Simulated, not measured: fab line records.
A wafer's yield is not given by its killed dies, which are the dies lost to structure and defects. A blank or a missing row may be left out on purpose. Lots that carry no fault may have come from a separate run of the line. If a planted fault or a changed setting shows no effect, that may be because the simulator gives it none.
Split-lot trial ; flow n5Finfet ; 7 lots, 21 wafers read, on a route of 1938 steps

== ABOUT THE SPLIT ==
At N5_BEOL_M1_COAT_73 (time 60 s, resist thk 5 nm), the setting spinRpm was moved away from the recipe's 1500 rpm on 7 of the 21 wafers read, by -6.9% to +8.6%. For the rest of the wafers, this setting stayed at what the recipe calls for.

== FROM THE SPLIT TO THE READING: what the file shows between them, 3 steps ==
- N5_BEOL_M1_COAT_05: resist thk 30 nm
- N5_BEOL_M1_EBR_07
- N5_BEOL_M1_DESCUM_16: chemistry O2, time 7 s

== THE READING ==
etch.depthNm (the simulator's own value, which no gauge read), in nm, at N5_BEOL_M1_ETCH_74 (etches underlayer in N2/H2, target depth 6.5 nm, time 5.2 s). No usual value for it is given in the file. The 14 wafers here that ran the recipe average 5.003 nm, standard deviation 0.0086 nm.

wafer;tool, chamber at the split;spinRpm as run, rpm;against the recipe;etch.depthNm, nm;against lot-mates on the recipe
L075.3;lithoTrack-02, 0;1500;recipe;5;-
L075.4;lithoTrack-02, 0;1500;recipe;5.01;-
L075.5;lithoTrack-02, 0;1500;recipe;4.995;-
L080.2;lithoTrack-03, 0;1500;recipe;4.998;-
L080.4;lithoTrack-03, 0;1550;+3.3%;4.928;-0.070
L080.5;lithoTrack-03, 0;1550;+3.3%;4.932;-0.066
L082.1;lithoTrack-03, 0;1500;recipe;5.009;-
L082.3;lithoTrack-03, 0;1500;recipe;5.005;-
L082.4;lithoTrack-03, 0;1396;-6.9%;5.202;+0.195
L086.4;lithoTrack-03, 0;1629;+8.6%;4.832;no lot-mate on the recipe
L086.5;lithoTrack-03, 0;1629;+8.6%;4.819;no lot-mate on the recipe
L086.6;lithoTrack-03, 0;1629;+8.6%;4.826;no lot-mate on the recipe
L092.2;lithoTrack-01, 0;1500;recipe;4.99;-
L092.4;lithoTrack-01, 0;1500;recipe;5.015;-
L092.5;lithoTrack-01, 0;1500;recipe;5.002;-
L096.3;lithoTrack-02, 0;1500;recipe;4.999;-
L096.4;lithoTrack-02, 0;1500;recipe;4.996;-
L096.5;lithoTrack-02, 0;1500;recipe;4.996;-
L097.1;lithoTrack-03, 0;1500;recipe;5.022;-
L097.3;lithoTrack-03, 0;1401;-6.6%;5.202;+0.185
L097.5;lithoTrack-03, 0;1500;recipe;5.011;-

FIT RESULTS
A straight line over all 21 wafers: etch.depthNm changes by -0.0236 nm for each +1% of spinRpm; r = -0.99; the points scatter about the line by 0.016 nm.
The same after taking each lot's own level away (the mean of its wafers on the recipe; 18 wafers): -0.0264 nm for each +1%; r = -0.99; scatter 0.0092 nm.
The reading moves by 0.23 nm for the largest change in spinRpm, on that fit.
Across the lots, their own levels run from 4.9970 to 5.0165 nm, a range of 2.3 times the standard deviation given above.
In other words, the slope is changed by the lot-to-lot level; the two fits disagree.
Check: +0.18 nm against its lot-mates is what the line predicts for one of the wafers moved furthest among these (-6.9%) when that wafer is left out of the fit. Against them it came out at +0.195 nm.

== FURTHER SPLITS ON THESE WAFERS ==
Other splits were also applied to these wafers ahead of the reading. Each is held against what the fit with the lots' levels taken away leaves over:
other split on the same wafers;wafers away from the commonest value;r with etch.depthNm (lot level and that fit taken away)
N5_BEOL_M0_SAQP_EXPOSE_37 doseMj;8;-0.27

== FILE'S OWN FIT ==
etch.depthNm changes by -0.0273 nm for each +1% of spinRpm, r = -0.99.
